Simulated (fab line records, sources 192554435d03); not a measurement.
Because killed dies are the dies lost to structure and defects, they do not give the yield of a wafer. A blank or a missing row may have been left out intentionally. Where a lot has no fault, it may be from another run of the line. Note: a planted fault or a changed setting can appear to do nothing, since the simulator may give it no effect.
Problem report in the 8D (eight disciplines) form, filled by code ; flow n5_finfet ; the parts of the form that need people (team, actions taken, sign-off) are left out

## 1. PROBLEM STATEMENT
raw_defect_count at N5_SD_EPI_P_INSPECT_26 reads a mean of 907 on 6 wafers of 2 lots; wafers without a fault read 173 with a standard deviation of 39. That puts it +19 standard deviations away from the usual mean.
The step: inspects for defects (darkfield).
The first sign was on wafer L249.3 at day 6 16:55, on defect_inspect-02. The record has a number at this step for 34 wafers belonging to 13 lots. By rule, "out" or "out of limits" means more than 4 standard deviations away from the usual mean. Any other wafer with a number is counted as sound.

## 2. WHAT THIS IS AND IS NOT
question;is;is not
which readings at this step;raw_defect_count;-
which lots;L249, L250;L237, L239, L240, L241, L242, L243, L244, L248, L256, L258, L259
which wafers of those lots;all that have a number;-
read on which gauges;defect_inspect-01, defect_inspect-02;-
when;from day 6 16:55;"up to then (19 sound wafers); but 9 sound wafers of L256, L258, L259 came after"

## 3. SUSPECTS, AND WHAT RULES EACH OUT
Counting: a tool at any process step up to the reading remains a suspect when it ran all the lots that are out and ran no sound lot after the first of those.
- the gauge at N5_SD_EPI_P_INSPECT_26: ruled out. Those wafers that are out were read across 2 gauges (defect_inspect-01, defect_inspect-02).
- wet_bench-03 at N5_SD_EPI_P_PRECLEAN_32 (cleans in dHF, time 10 s): kept. It ran every lot that is out, first L249 (day 6 16:51), and no sound lot after that; its last sound lot up to then is L244 (day 5 14:13).
Remaining after the count: wet_bench-03 at N5_SD_EPI_P_PRECLEAN_32.

## 4. THE CAUSE (what the simulator had put in)
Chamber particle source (wet_bench-03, N5_SD_EPI_P_PRECLEAN_32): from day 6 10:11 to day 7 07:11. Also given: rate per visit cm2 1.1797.
Counting left only this tool.

## 5. THE EFFECT CHAIN, in route order
One row per reading whose mean, taken over the struck wafers that have a number, lies over 3 standard deviations from the usual. Only readings for which the record gives a usual standard deviation are gone through. hours: the time from each lot's start at the first step in this table that gives one to its start at this step, as a median over the lots. sigmas: the change in usual standard deviations.
hours;step;reading;usual;on struck wafers;change;sigmas
0;N5_SD_EPI_P_INSPECT_26;raw_defect_count;173;907;+734;+19
246;N5_PASSIVATION_PROBE_49;killed_at_front_end;40;159;+119;+11
246;N5_PASSIVATION_PROBE_49;killed_dies;105;221;+116;+7.2
It contains these process steps:
- N5_PASSIVATION_PROBE_49

## 6. WHAT WOULD HAVE CAUGHT IT SOONER
Counted from the fault's start at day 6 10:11, it took 7 hours until the first out-of-limits reading at a measuring or inspecting step in this record, taken at day 6 16:55.
Among the 2 lots that are out, L250 began N5_SD_EPI_P_PRECLEAN_32 on wet_bench-03 after day 6 16:55. It would have been spared by a hold on the tool at that moment.
